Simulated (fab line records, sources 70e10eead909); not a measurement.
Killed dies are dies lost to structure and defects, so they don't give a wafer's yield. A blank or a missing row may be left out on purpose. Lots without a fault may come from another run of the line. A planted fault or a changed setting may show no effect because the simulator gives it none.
Which tool did it? | flow nand_harc | 13 lots, 39 wafers sampled, at 6 steps of a route of 1302

WHAT THE GAUGES READ, wafer by wafer
NHARC_P_M2_THK_MEAS_24: measures by xrf.
lot  | measured     | on            | thk_nm (nm)
L729 | day 6 23:03  | film_metro-02 | 145.8 146.0 144.6
L730 | day 7 08:59  | film_metro-02 | 143.0 145.0 145.2
L732 | day 8 09:28  | film_metro-01 | 146.0 143.2 145.3
L735 | day 9 17:37  | film_metro-01 | 144.9 147.0 145.9
L736 | day 9 19:52  | film_metro-01 | 147.3 146.3 146.2
L738 | day 11 00:24 | film_metro-02 | 146.2 143.0 144.8
L745 | day 13 16:24 | film_metro-01 | 143.6 145.3 144.6
L746 | day 13 23:12 | film_metro-01 | 144.6 143.6 143.3
L747 | day 15 01:01 | film_metro-01 | 143.8 143.1 143.7
L748 | day 15 01:38 | film_metro-01 | 142.2 145.2 143.2
L749 | day 15 07:03 | film_metro-01 | 146.6 145.8 143.6
L750 | day 15 18:56 | film_metro-01 | 144.7 142.7 143.1
L751 | day 16 09:25 | film_metro-02 | 144.5 140.1 143.0

NHARC_P_M2_INSPECT_27.
lot  | measured     | on                | raw_defect_count
L729 | day 6 23:13  | defect_inspect-02 | 312 694 238
L730 | day 7 09:09  | defect_inspect-02 | 333 921 398
L732 | day 8 09:38  | defect_inspect-01 | 244 325 149
L735 | day 9 17:47  | defect_inspect-01 | 187 200 189
L736 | day 9 20:01  | defect_inspect-01 | 486 453 481
L738 | day 11 00:34 | defect_inspect-01 | 415 336 633
L745 | day 13 16:33 | defect_inspect-01 | 272 202 285
L746 | day 13 23:22 | defect_inspect-02 | 293 271 214
L747 | day 15 01:10 | defect_inspect-02 | 269 275 276
L748 | day 15 01:47 | defect_inspect-01 | 276 387 391
L749 | day 15 07:12 | defect_inspect-02 | 550 361 541
L750 | day 15 19:06 | defect_inspect-02 | 326 625 197
L751 | day 16 09:34 | defect_inspect-02 | 495 602 337

NHARC_END_SORT_01.
lot  | measured     | on        | defect_limited_yield (%) | killed_at_array | killed_at_other | killed_at_periphery | killed_dies | killed_open | killed_short
L735 | day 28 11:44 | prober-01 | 86.1 86.4 88.2           | 92 82 77        | 0 3 0           | 2 7 3               | 94 92 80    | 2 3 5       | 0 1 3
L736 | day 27 00:29 | prober-01 | 93.6 94.4 93.8           | 39 36 39        | 0 0 0           | 4 2 3               | 43 38 42    | 4 3 0       | 5 1 4
L738 | day 28 19:39 | prober-01 | 89.8 93.8 91.6           | 61 36 46        | 1 1 3           | 7 5 8               | 69 42 57    | 7 2 4       | 5 3 2
L750 | day 34 08:27 | prober-01 | 92.3 90.8 89.4           | 49 61 65        | 0 0 1           | 3 1 6               | 52 62 72    | 3 3 4       | 2 3 3

WHICH TOOL RAN EACH LOT (tool, then ch and the chambers of the sampled wafers, then the start)
lot  | NHARC_P_M2_ETCH_15                            | NHARC_P_M2_ECD_22              | NHARC_P_M2_CMP_23
L729 | rie_diel-04 ch 1,2,3, day 6 22:10 or earlier  | ecd_cu-02 ch 0,1, day 6 22:10  | cmp-04 ch 0,1,3, day 6 22:49
L730 | rie_diel-12 ch 0,2,3, day 7 07:57 or earlier  | ecd_cu-02 ch 0,1, day 7 07:57  | cmp-03 ch 0,1,2, day 7 08:40
L732 | rie_diel-12 ch 0,1,2, day 8 08:26 or earlier  | ecd_cu-02 ch 0,1, day 8 08:26  | cmp-04 ch 0,2, day 8 09:11
L735 | rie_diel-03 ch 0,1,2, day 9 16:35 or earlier  | ecd_cu-02 ch 0,1, day 9 16:35  | cmp-03 ch 0,1,2, day 9 17:20
L736 | rie_diel-03 ch 0,1,2, day 9 18:49 or earlier  | ecd_cu-02 ch 0,1, day 9 18:49  | cmp-03 ch 0,2,3, day 9 19:38
L738 | rie_diel-12 ch 0,1,2, day 10 23:22 or earlier | ecd_cu-02 ch 0,1, day 10 23:22 | cmp-02 ch 0,2,3, day 11 00:09
L745 | rie_diel-03 ch 2,3, day 13 15:25 or earlier   | ecd_cu-02 ch 0,1, day 13 15:25 | cmp-04 ch 0,1, day 13 16:07
L746 | rie_diel-12 ch 0,1,2, day 13 22:10 or earlier | ecd_cu-01 ch 0,1, day 13 22:10 | cmp-02 ch 0,2,3, day 13 22:57
L747 | rie_diel-03 ch 0,3, day 15 00:02 or earlier   | ecd_cu-01 ch 0,1, day 15 00:02 | cmp-03 ch 0,1,2, day 15 00:42
L748 | rie_diel-03 ch 0,2,3, day 15 00:31 or earlier | ecd_cu-02 ch 0,1, day 15 00:31 | cmp-04 ch 1,2,3, day 15 01:20
L749 | rie_diel-03 ch 1,2,3, day 15 06:00 or earlier | ecd_cu-02 ch 0,1, day 15 06:00 | cmp-04 ch 1,2,3, day 15 06:44
L750 | rie_diel-03 ch 0,2, day 15 17:53 or earlier   | ecd_cu-01 ch 1, day 15 17:53   | cmp-03 ch 2,3, day 15 18:40
L751 | rie_diel-03 ch 0,2,3, day 16 08:22 or earlier | ecd_cu-01 ch 0,1, day 16 08:22 | cmp-04 ch 0,2,3, day 16 09:09
- NHARC_P_M2_ETCH_15: etches the open film in C4F8/Ar, target depth 182.5 nm, time 91.2 s.
- NHARC_P_M2_ECD_22: material Cu, target thk 400 nm.
- NHARC_P_M2_CMP_23: polishes, t overpolish 20 s, target thk 144.3 nm.

WHAT THE TOOLS THEMSELVES READ (means of the sampled wafers that have a number; where no wafer has one, the mark that the record gives instead)
NHARC_P_M2_ETCH_15.
lot  | tool        | bias_w (W) | chamber_pressure_mTorr (mTorr) | oes_product_au (a.u.) | rf_vpp_V (V)
L729 | rie_diel-04 | 299.8      | 24.986                         | 0.916                 | 445
L730 | rie_diel-12 | 298.9      | 24.984                         | 0.925                 | 438
L732 | rie_diel-12 | 300.2      | 24.961                         | 0.922                 | 438
L735 | rie_diel-03 | 299.4      | 25.010                         | 0.970                 | 441
L736 | rie_diel-03 | 300.0      | 24.971                         | 0.968                 | 441
L738 | rie_diel-12 | 300.4      | 25.006                         | 0.924                 | 439
L745 | rie_diel-03 | 299.8      | 24.995                         | 0.974                 | 441
L746 | rie_diel-12 | 299.5      | 24.997                         | 0.928                 | 439
L747 | rie_diel-03 | 298.3      | 25.000                         | 0.965                 | 443
L748 | rie_diel-03 | 300.4      | 25.024                         | 0.968                 | 441
L749 | rie_diel-03 | 299.4      | 24.999                         | 0.928                 | 441
L750 | rie_diel-03 | 299.5      | 24.985                         | 0.970                 | 438
L751 | rie_diel-03 | 299.2      | 24.997                         | 0.929                 | 440

NHARC_P_M2_ECD_22.
lot  | tool      | bath_heat_duty_pct (%)
L729 | ecd_cu-02 | 5.7
L730 | ecd_cu-02 | 5.6
L732 | ecd_cu-02 | 6.2
L735 | ecd_cu-02 | 5.7
L736 | ecd_cu-02 | 6.5
L738 | ecd_cu-02 | 6.5
L745 | ecd_cu-02 | 6.5
L746 | ecd_cu-01 | 6.0
L747 | ecd_cu-01 | 5.8
L748 | ecd_cu-02 | 5.5
L749 | ecd_cu-02 | 6.7
L750 | ecd_cu-01 | 6.1
L751 | ecd_cu-01 | 5.8

NHARC_P_M2_CMP_23.
lot  | tool   | motor_current_A (A) | time_to_endpoint_s (s)
L729 | cmp-04 | 11.5                | 32.6
L730 | cmp-03 | 12.1                | 29.8
L732 | cmp-04 | 11.3                | 30.8
L735 | cmp-03 | 11.7                | 20.6
L736 | cmp-03 | 12.9                | 25.1
L738 | cmp-02 | 11.7                | 23.7
L745 | cmp-04 | 12.3                | 28.8
L746 | cmp-02 | 11.8                | 28.3
L747 | cmp-03 | 11.6                | 28.3
L748 | cmp-04 | 12.4                | 31.7
L749 | cmp-04 | 11.8                | 30.5
L750 | cmp-03 | 12.5                | 25.9
L751 | cmp-04 | 11.3                | 28.7

THE ANSWER, worked out from the rows above alone
Rule: what is usual is taken from the lots themselves. Put in order of their means at a reading, lots are off if they are a third of the lots or fewer, leave a main group of 4 or more, and stand apart from it by a gap of 3 or more times the standard deviation of the main group's means; of several such gaps the widest counts. A main group whose means are all the same, to the digits that the tables above print for the reading, isn't used. A lot without any number at a reading at which 4 lots or more have one is off too. The other lots that the step has rows for count as sound. The gauges are gone through in route order, then the tools' own readings, and for those a lot's mean is taken as printed above. The first step at which some lot is off is used, and at that step the reading that is off furthest; a lot without a number counts as furthest.
No lot is off at any reading shown: from this, nothing can be told.

WHAT THE SIMULATOR HAD PUT IN
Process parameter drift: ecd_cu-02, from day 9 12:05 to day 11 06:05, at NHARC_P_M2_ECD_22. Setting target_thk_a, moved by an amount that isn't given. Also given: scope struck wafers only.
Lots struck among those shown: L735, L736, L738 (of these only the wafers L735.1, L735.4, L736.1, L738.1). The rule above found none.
